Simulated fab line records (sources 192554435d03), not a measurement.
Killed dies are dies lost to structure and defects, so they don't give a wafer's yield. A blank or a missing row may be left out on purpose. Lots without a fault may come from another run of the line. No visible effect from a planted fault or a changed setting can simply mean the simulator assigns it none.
What tool caused it? || flow n5-finfet || 31 wafers from 11 lots sampled at 5 of the route's 1938 steps

== WHAT THE GAUGES READ, wafer by wafer ==
N5_BEOL_M4_RC_MEAS_101. Usual: DIBL_N 36.3 mV/V, standard deviation 1.6; DIBL_P 36.5 mV/V, standard deviation 1.6; IOFF_N 0.163 nA/um, standard deviation 0.026; IOFF_P 0.22 nA/um, standard deviation 0.033; ION_N 676 uA/um, standard deviation 9.9; ION_P 464 uA/um, standard deviation 6.5; SS_N 71.5 mV/dec, standard deviation 0.5; SS_P 73.3 mV/dec, standard deviation 0.64; VT_N 249.3 mV, standard deviation 2.9; VT_P -250 mV, standard deviation 3.2.
{"lot": "L118", "measured": "day 8 10:20", "on": "prober-02", "DIBL_N (mV/V)": "32.9 35.1 33.6", "DIBL_P (mV/V)": "32.6 35.7 34.0", "IOFF_N (nA/um)": "0.114 0.150 0.129", "IOFF_P (nA/um)": "0.14 0.19 0.16", "ION_N (uA/um)": "671 669 661", "ION_P (uA/um)": "458 462 452", "SS_N (mV/dec)": "70.9 71.1 71.8", "SS_P (mV/dec)": "72.6 74.1 72.5", "VT_N (mV)": "255.4 249.7 252.2", "VT_P (mV)": "-259 -252 -254", "flag": ""}
{"lot": "L119", "measured": "day 9 01:08", "on": "prober-01", "DIBL_N (mV/V)": "37.5 38.1 38.2", "DIBL_P (mV/V)": "36.8 38.0 38.0", "IOFF_N (nA/um)": "0.167 0.175 0.187", "IOFF_P (nA/um)": "0.23 0.25 0.26", "ION_N (uA/um)": "666 671 680", "ION_P (uA/um)": "457 462 468", "SS_N (mV/dec)": "71.6 71.3 72.5", "SS_P (mV/dec)": "74.2 73.7 74.3", "VT_N (mV)": "248.8 248.0 248.9", "VT_P (mV)": "-249 -244 -246", "flag": ""}
{"lot": "L120", "measured": "day 9 08:17", "on": "prober-02", "DIBL_N (mV/V)": "36.5 38.0 35.6", "DIBL_P (mV/V)": "35.4 37.1 34.9", "IOFF_N (nA/um)": "0.157 0.188 0.149", "IOFF_P (nA/um)": "0.23 0.26 0.22", "ION_N (uA/um)": "674 685 695", "ION_P (uA/um)": "461 476 479", "SS_N (mV/dec)": "72.0 72.2 71.3", "SS_P (mV/dec)": "72.8 73.8 73.0", "VT_N (mV)": "251.4 244.5 246.2", "VT_P (mV)": "-249 -245 -246", "flag": ""}
{"lot": "L122", "measured": "day 9 14:32", "on": "prober-01", "DIBL_N (mV/V)": "36.8 37.4 37.0", "DIBL_P (mV/V)": "37.1 37.5 37.0", "IOFF_N (nA/um)": "0.165 0.176 0.153", "IOFF_P (nA/um)": "0.22 0.24 0.22", "ION_N (uA/um)": "687 699 674", "ION_P (uA/um)": "468 479 462", "SS_N (mV/dec)": "71.1 71.5 71.9", "SS_P (mV/dec)": "72.8 73.6 73.2", "VT_N (mV)": "247.6 247.3 249.2", "VT_P (mV)": "-248 -248 -251", "flag": ""}
{"lot": "L124", "measured": "day 9 23:01", "on": "prober-01", "DIBL_N (mV/V)": "35.5 38.1 35.7", "DIBL_P (mV/V)": "36.1 38.4 36.6", "IOFF_N (nA/um)": "0.146 0.192 0.154", "IOFF_P (nA/um)": "0.20 0.24 0.21", "ION_N (uA/um)": "666 687 680", "ION_P (uA/um)": "453 462 468", "SS_N (mV/dec)": "71.3 71.6 70.6", "SS_P (mV/dec)": "73.2 73.6 73.5", "VT_N (mV)": "252.9 246.5 246.8", "VT_P (mV)": "-253 -249 -251", "flag": ""}
{"lot": "L125", "measured": "day 10 08:52", "on": "prober-01", "DIBL_N (mV/V)": "39.4 35.7 37.3", "DIBL_P (mV/V)": "38.9 35.8 36.8", "IOFF_N (nA/um)": "0.212 0.142 0.167", "IOFF_P (nA/um)": "0.32 0.25 0.27", "ION_N (uA/um)": "686 662 666", "ION_P (uA/um)": "472 470 473", "SS_N (mV/dec)": "71.8 70.8 72.1", "SS_P (mV/dec)": "74.2 73.1 73.3", "VT_N (mV)": "244.7 251.3 248.1", "VT_P (mV)": "-242 -244 -246", "flag": ""}
{"lot": "L130", "measured": "day 11 20:50", "on": "prober-01", "DIBL_N (mV/V)": "37.5 36.3", "DIBL_P (mV/V)": "35.6 35.0", "IOFF_N (nA/um)": "0.161 0.142", "IOFF_P (nA/um)": "0.20 0.19", "ION_N (uA/um)": "663 655", "ION_P (uA/um)": "456 449", "SS_N (mV/dec)": "71.9 71.8", "SS_P (mV/dec)": "73.3 72.9", "VT_N (mV)": "252.3 250.3", "VT_P (mV)": "-250 -253", "flag": ""}
{"lot": "L132", "measured": "day 12 06:45", "on": "prober-02", "DIBL_N (mV/V)": "37.3 36.9", "DIBL_P (mV/V)": "36.9 36.7", "IOFF_N (nA/um)": "0.188 0.187", "IOFF_P (nA/um)": "0.22 0.22", "ION_N (uA/um)": "682 675", "ION_P (uA/um)": "458 459", "SS_N (mV/dec)": "72.1 72.5", "SS_P (mV/dec)": "73.1 73.4", "VT_N (mV)": "246.8 244.9", "VT_P (mV)": "-248 -250", "flag": ""}
{"lot": "L134", "measured": "day 12 13:53", "on": "prober-01", "DIBL_N (mV/V)": "36.2 35.1 35.8", "DIBL_P (mV/V)": "36.7 35.2 36.3", "IOFF_N (nA/um)": "0.152 0.132 0.154", "IOFF_P (nA/um)": "0.19 0.17 0.18", "ION_N (uA/um)": "667 659 683", "ION_P (uA/um)": "455 454 461", "SS_N (mV/dec)": "71.4 71.5 71.4", "SS_P (mV/dec)": "73.9 73.3 73.4", "VT_N (mV)": "250.6 254.4 250.6", "VT_P (mV)": "-255 -253 -256", "flag": ""}
{"lot": "L135", "measured": "day 12 23:14", "on": "prober-01", "DIBL_N (mV/V)": "41.2 38.5 39.1", "DIBL_P (mV/V)": "40.7 38.3 39.0", "IOFF_N (nA/um)": "0.249 0.185 0.202", "IOFF_P (nA/um)": "0.29 0.24 0.26", "ION_N (uA/um)": "683 671 689", "ION_P (uA/um)": "464 459 474", "SS_N (mV/dec)": "72.4 72.3 71.2", "SS_P (mV/dec)": "75.1 73.9 73.4", "VT_N (mV)": "244.6 248.4 243.9", "VT_P (mV)": "-246 -248 -248", "flag": ""}
{"lot": "L141", "measured": "day 14 08:29", "on": "prober-01", "DIBL_N (mV/V)": "36.3 36.5 38.5", "DIBL_P (mV/V)": "35.8 35.5 39.0", "IOFF_N (nA/um)": "0.173 0.165 0.217", "IOFF_P (nA/um)": "0.24 0.23 0.30", "ION_N (uA/um)": "681 671 696", "ION_P (uA/um)": "463 462 473", "SS_N (mV/dec)": "71.5 72.0 72.0", "SS_P (mV/dec)": "73.2 74.0 74.1", "VT_N (mV)": "246.1 247.7 243.8", "VT_P (mV)": "-246 -246 -245", "flag": ""}

== EACH LOT AND THE TOOL THAT RAN IT (in order: tool; ch and the chambers of the sampled wafers; start) ==
{"lot": "L118", "N5_BEOL_M4_DEGAS_44": "pvd-sputter-03, day 8 06:35", "N5_BEOL_M4_PRE_CLEAN_45": "pvd-sputter-03, day 8 06:37", "N5_BEOL_M4_CVD_47": "cvd-co-01 ch 0,1,2, day 8 07:13", "N5_BEOL_M4_SPUTTER_79": "pvd-sputter-01, day 8 07:39"}
{"lot": "L119", "N5_BEOL_M4_DEGAS_44": "pvd-sputter-01, day 8 21:20", "N5_BEOL_M4_PRE_CLEAN_45": "pvd-sputter-01, day 8 21:23", "N5_BEOL_M4_CVD_47": "cvd-co-02 ch 0,1,2, day 8 22:00", "N5_BEOL_M4_SPUTTER_79": "pvd-sputter-02, day 8 22:29"}
{"lot": "L120", "N5_BEOL_M4_DEGAS_44": "pvd-sputter-03, day 9 04:44", "N5_BEOL_M4_PRE_CLEAN_45": "pvd-sputter-03, day 9 04:47", "N5_BEOL_M4_CVD_47": "cvd-co-02 ch 0,1, day 9 05:11", "N5_BEOL_M4_SPUTTER_79": "pvd-sputter-01, day 9 05:34"}
{"lot": "L122", "N5_BEOL_M4_DEGAS_44": "pvd-sputter-03, day 9 08:39", "N5_BEOL_M4_PRE_CLEAN_45": "pvd-sputter-03, day 9 08:41", "N5_BEOL_M4_CVD_47": "cvd-co-01 ch 0,2, day 9 09:05", "N5_BEOL_M4_SPUTTER_79": "pvd-sputter-02, day 9 09:30"}
{"lot": "L124", "N5_BEOL_M4_DEGAS_44": "pvd-sputter-03, day 9 19:23", "N5_BEOL_M4_PRE_CLEAN_45": "pvd-sputter-03, day 9 19:26", "N5_BEOL_M4_CVD_47": "cvd-co-01 ch 0,2, day 9 19:55", "N5_BEOL_M4_SPUTTER_79": "pvd-sputter-03, day 9 20:22"}
{"lot": "L125", "N5_BEOL_M4_DEGAS_44": "pvd-sputter-02, day 10 05:02", "N5_BEOL_M4_PRE_CLEAN_45": "pvd-sputter-02, day 10 05:04", "N5_BEOL_M4_CVD_47": "cvd-co-02 ch 0,1, day 10 05:29", "N5_BEOL_M4_SPUTTER_79": "pvd-sputter-01, day 10 05:52"}
{"lot": "L130", "N5_BEOL_M4_DEGAS_44": "pvd-sputter-02, day 11 16:56", "N5_BEOL_M4_PRE_CLEAN_45": "pvd-sputter-02, day 11 16:59", "N5_BEOL_M4_CVD_47": "cvd-co-02 ch 0,1, day 11 17:36", "N5_BEOL_M4_SPUTTER_79": "pvd-sputter-02, day 11 18:02"}
{"lot": "L132", "N5_BEOL_M4_DEGAS_44": "pvd-sputter-03, day 12 03:12", "N5_BEOL_M4_PRE_CLEAN_45": "pvd-sputter-03, day 12 03:14", "N5_BEOL_M4_CVD_47": "cvd-co-02 ch 0,1, day 12 03:40", "N5_BEOL_M4_SPUTTER_79": "pvd-sputter-03, day 12 04:06"}
{"lot": "L134", "N5_BEOL_M4_DEGAS_44": "pvd-sputter-03, day 12 10:12", "N5_BEOL_M4_PRE_CLEAN_45": "pvd-sputter-03, day 12 10:14", "N5_BEOL_M4_CVD_47": "cvd-co-02 ch 0,1,2, day 12 10:48", "N5_BEOL_M4_SPUTTER_79": "pvd-sputter-02, day 12 11:14"}
{"lot": "L135", "N5_BEOL_M4_DEGAS_44": "pvd-sputter-02, day 12 19:43", "N5_BEOL_M4_PRE_CLEAN_45": "pvd-sputter-02, day 12 19:46", "N5_BEOL_M4_CVD_47": "cvd-co-01 ch 0,2, day 12 20:10", "N5_BEOL_M4_SPUTTER_79": "pvd-sputter-02, day 12 20:36"}
{"lot": "L141", "N5_BEOL_M4_DEGAS_44": "pvd-sputter-03, day 14 04:46", "N5_BEOL_M4_PRE_CLEAN_45": "pvd-sputter-03, day 14 04:49", "N5_BEOL_M4_CVD_47": "cvd-co-01 ch 0,1,2, day 14 05:21", "N5_BEOL_M4_SPUTTER_79": "pvd-sputter-02, day 14 05:44"}
- N5_BEOL_M4_DEGAS_44: time 60 s.
- N5_BEOL_M4_PRE_CLEAN_45: time 30 s.
- N5_BEOL_M4_CVD_47: deposits Co from CCTBA/H2, target thk 3 nm, time 223.8 s.
- N5_BEOL_M4_SPUTTER_79: material Cu, target thk 4.5 nm, time 8.29 s.

== WHAT THE TOOLS THEMSELVES READ (means of the sampled wafers that have a number; where no wafer has one, the mark that the record gives instead) ==
N5_BEOL_M4_DEGAS_44. Usual: heater-power-w at 332 W, with a standard deviation of 37.
{"lot": "L118", "tool": "pvd-sputter-03", "heater-power-w (W)": 338, "flag": ""}
{"lot": "L119", "tool": "pvd-sputter-01", "heater-power-w (W)": 303, "flag": ""}
{"lot": "L120", "tool": "pvd-sputter-03", "heater-power-w (W)": 346, "flag": ""}
{"lot": "L122", "tool": "pvd-sputter-03", "heater-power-w (W)": 350, "flag": ""}
{"lot": "L124", "tool": "pvd-sputter-03", "heater-power-w (W)": 356, "flag": ""}
{"lot": "L125", "tool": "pvd-sputter-02", "heater-power-w (W)": 312, "flag": ""}
{"lot": "L130", "tool": "pvd-sputter-02", "heater-power-w (W)": 310, "flag": ""}
{"lot": "L132", "tool": "pvd-sputter-03", "heater-power-w (W)": 341, "flag": ""}
{"lot": "L134", "tool": "pvd-sputter-03", "heater-power-w (W)": 334, "flag": ""}
{"lot": "L135", "tool": "pvd-sputter-02", "heater-power-w (W)": 347, "flag": ""}
{"lot": "L141", "tool": "pvd-sputter-03", "heater-power-w (W)": 350, "flag": ""}

N5_BEOL_M4_PRE_CLEAN_45. Usual: heater-power-w at 332 W, with a standard deviation of 37.
{"lot": "L118", "tool": "pvd-sputter-03", "heater-power-w (W)": 336, "flag": ""}
{"lot": "L119", "tool": "pvd-sputter-01", "heater-power-w (W)": 306, "flag": ""}
{"lot": "L120", "tool": "pvd-sputter-03", "heater-power-w (W)": 347, "flag": ""}
{"lot": "L122", "tool": "pvd-sputter-03", "heater-power-w (W)": 348, "flag": ""}
{"lot": "L124", "tool": "pvd-sputter-03", "heater-power-w (W)": 352, "flag": ""}
{"lot": "L125", "tool": "pvd-sputter-02", "heater-power-w (W)": 310, "flag": ""}
{"lot": "L130", "tool": "pvd-sputter-02", "heater-power-w (W)": 306, "flag": ""}
{"lot": "L132", "tool": "pvd-sputter-03", "heater-power-w (W)": 346, "flag": ""}
{"lot": "L134", "tool": "pvd-sputter-03", "heater-power-w (W)": 345, "flag": ""}
{"lot": "L135", "tool": "pvd-sputter-02", "heater-power-w (W)": 351, "flag": ""}
{"lot": "L141", "tool": "pvd-sputter-03", "heater-power-w (W)": 351, "flag": ""}

N5_BEOL_M4_CVD_47. Usual: run-length-s at 246.6 s, with a standard deviation of 0.59.
{"lot": "L118", "tool": "cvd-co-01", "run-length-s (s)": 246.3, "flag": ""}
{"lot": "L119", "tool": "cvd-co-02", "run-length-s (s)": 246.6, "flag": ""}
{"lot": "L120", "tool": "cvd-co-02", "run-length-s (s)": 246.5, "flag": ""}
{"lot": "L122", "tool": "cvd-co-01", "run-length-s (s)": 246.7, "flag": ""}
{"lot": "L124", "tool": "cvd-co-01", "run-length-s (s)": 246.7, "flag": ""}
{"lot": "L125", "tool": "cvd-co-02", "run-length-s (s)": 246.1, "flag": ""}
{"lot": "L130", "tool": "cvd-co-02", "run-length-s (s)": 209.7, "flag": "OFF"}
{"lot": "L132", "tool": "cvd-co-02", "run-length-s (s)": 209.6, "flag": "OFF"}
{"lot": "L134", "tool": "cvd-co-02", "run-length-s (s)": 222.3, "flag": "OFF"}
{"lot": "L135", "tool": "cvd-co-01", "run-length-s (s)": 246.6, "flag": ""}
{"lot": "L141", "tool": "cvd-co-01", "run-length-s (s)": 246.5, "flag": ""}

N5_BEOL_M4_SPUTTER_79. Usual: throttle-valve-pct at 30.1 %, with a standard deviation of 0.97.
{"lot": "L118", "tool": "pvd-sputter-01", "throttle-valve-pct (%)": 30.5, "flag": ""}
{"lot": "L119", "tool": "pvd-sputter-02", "throttle-valve-pct (%)": 30.0, "flag": ""}
{"lot": "L120", "tool": "pvd-sputter-01", "throttle-valve-pct (%)": 30.4, "flag": ""}
{"lot": "L122", "tool": "pvd-sputter-02", "throttle-valve-pct (%)": 29.2, "flag": ""}
{"lot": "L124", "tool": "pvd-sputter-03", "throttle-valve-pct (%)": 29.7, "flag": ""}
{"lot": "L125", "tool": "pvd-sputter-01", "throttle-valve-pct (%)": 29.7, "flag": ""}
{"lot": "L130", "tool": "pvd-sputter-02", "throttle-valve-pct (%)": 29.9, "flag": ""}
{"lot": "L132", "tool": "pvd-sputter-03", "throttle-valve-pct (%)": 30.2, "flag": ""}
{"lot": "L134", "tool": "pvd-sputter-02", "throttle-valve-pct (%)": 30.6, "flag": ""}
{"lot": "L135", "tool": "pvd-sputter-02", "throttle-valve-pct (%)": 29.7, "flag": ""}
{"lot": "L141", "tool": "pvd-sputter-02", "throttle-valve-pct (%)": 28.9, "flag": ""}

== THE ANSWER, worked out from the rows above alone ==
Rule: a lot is off if the mean of its wafers that have a number lies more than 3 standard deviations from the usual mean. A lot without any number at a reading at which 4 lots or more have one is off too. All remaining lots with rows at the step are treated as sound. First the gauges in route order, then the tools' own readings, where a lot's mean is used as printed above. The first step at which some lot is off is used, and at that step the reading that is off furthest; a lot without a number counts as furthest.
Off: L130, L132, L134 (N5_BEOL_M4_CVD_47, run-length-s).
A tool fits if, at that step or a process step before it, it ran every lot that is off, and no sound lot after the first of them. One fits: N5_BEOL_M4_CVD_47 on cvd-co-02. Its last sound lot is L125 (day 10 05:29), its first lot that is off L130 (day 11 17:36): a fault that began between those two fits.
On the lots that are off, the tool's own readings at N5_BEOL_M4_CVD_47 differ by more than 5 times the standard deviation of the sound lots' means, which bears it out; run-length-s reads 213.9 s there versus 246.5 s on the sound lots.

== WHAT THE SIMULATOR PUT IN ==
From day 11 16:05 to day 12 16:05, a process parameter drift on cvd-co-02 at N5_BEOL_M4_CVD_47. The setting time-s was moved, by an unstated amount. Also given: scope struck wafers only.
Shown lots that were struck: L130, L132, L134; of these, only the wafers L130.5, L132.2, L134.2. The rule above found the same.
